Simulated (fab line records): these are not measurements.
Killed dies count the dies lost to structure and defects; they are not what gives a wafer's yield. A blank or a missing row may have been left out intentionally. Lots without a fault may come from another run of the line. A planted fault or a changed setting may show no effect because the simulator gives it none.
Split-lot trial    flow n5-finfet    21 wafers read from 7 lots, route of 1938 steps

## SPLIT DETAILS
At N5_BEOL_M11_DEP_56 (deposits SiCN from 3MS/NH3, target thk 30 nm, time 10.5 s), the setting time-s was moved away from the recipe's 10.5 s on 4 of the 21 wafers read, by -12.2% to -7.6%. This setting was run at the recipe's value on the other wafers.

Reading taken at the split's own step.

## THE READING
SiCN_of_BEOL_M11_DEP_56.thk-nm (the simulator's own value, which no gauge read), in nm, at N5_BEOL_M11_DEP_56 (deposits SiCN from 3MS/NH3, target thk 30 nm, time 10.5 s). No usual value for it is given in the file. Here, 17 wafers ran the recipe; their average is 29.9 nm with a standard deviation of 0.45 nm.

wafer   tool, chamber at the split  time-s as run, s  against the recipe  SiCN_of_BEOL_M11_DEP_56.thk-nm, nm  against lot-mates on the recipe
L076.2  pecvd-02, 1,2               10.5              recipe              30.2                                -
L076.6  pecvd-02, 1,2               10.5              recipe              30.2                                -
L076.4  pecvd-02, 0                 9.704             -7.6%               27.8                                -2.4
L083.1  pecvd-04, 1                 10.5              recipe              30.4                                -
L083.4  pecvd-04, 2,0               9.447             -10.0%              27                                  -3.4
L083.5  pecvd-04, 2,0               9.447             -10.0%              27                                  -3.4
L086.2  pecvd-02, 1,2,0             10.5              recipe              29.8                                -
L086.3  pecvd-02, 1,2,0             10.5              recipe              29.8                                -
L086.6  pecvd-02, 1,2,0             10.5              recipe              29.8                                -
L085.1  pecvd-02, 0                 10.5              recipe              29.4                                -
L085.5  pecvd-02, 0                 10.5              recipe              29.6                                -
L085.6  pecvd-02, 1                 10.5              recipe              30.4                                -
L089.2  pecvd-03, 0                 10.5              recipe              30                                  -
L089.4  pecvd-03, 1                 10.5              recipe              29.6                                -
L089.6  pecvd-03, 2                 10.5              recipe              29.8                                -
L088.2  pecvd-03, 0                 10.5              recipe              29.8                                -
L088.3  pecvd-03, 1                 10.5              recipe              29                                  -
L088.4  pecvd-03, 1                 9.215             -12.2%              25.8                                -3.6
L096.1  pecvd-04, 0                 10.5              recipe              29.8                                -
L096.2  pecvd-04, 1                 10.5              recipe              30.4                                -
L096.6  pecvd-04, 1                 10.5              recipe              31                                  -
The file does not say which wafer passed through which chamber wherever a row lists several chambers: such a row stands for several wafers.

FIT RESULTS
A straight line over all 21 wafers: SiCN_of_BEOL_M11_DEP_56.thk-nm changes by +0.309 nm for each +1% of time-s; r = +0.95; the points scatter about the line by 0.44 nm.
The same after taking each lot's own level away (the mean of its wafers on the recipe; 21 wafers): +0.319 nm for each +1%; r = +0.97; scatter 0.31 nm.
That fit puts the effect of the largest move of time-s on the reading at 3.9 nm.
The span of the lots' own levels, 29.40 to 30.40 nm, comes to 2.2 times the standard deviation stated above.
So the lot-to-lot level changes the slope little: the two slopes agree.
Check: -4.09 nm against its lot-mates is what the line predicts for one of the wafers moved furthest among these (-12.2%) when that wafer is left out of the fit. Against them it came out at -3.6 nm.

## FURTHER SPLITS ON THESE WAFERS
Other splits were also applied to these wafers ahead of the reading. Each is held against what the fit with the lots' levels taken away leaves over:
other split on the same wafers  wafers away from the commonest value  r with SiCN_of_BEOL_M11_DEP_56.thk-nm (lot level and that fit taken away)
N5_BEOL_M9_ETCH_62 time-s       10                                    -0.05
N5_BEOL_M11_PECVD_70 temp-c     3                                     +0.10
N5_BEOL_M11_EXPOSE_08 dose-mj   8                                     -0.26

## FILE'S OWN FIT
SiCN_of_BEOL_M11_DEP_56.thk-nm changes by +0.313 nm for each +1% of time-s, r = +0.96.
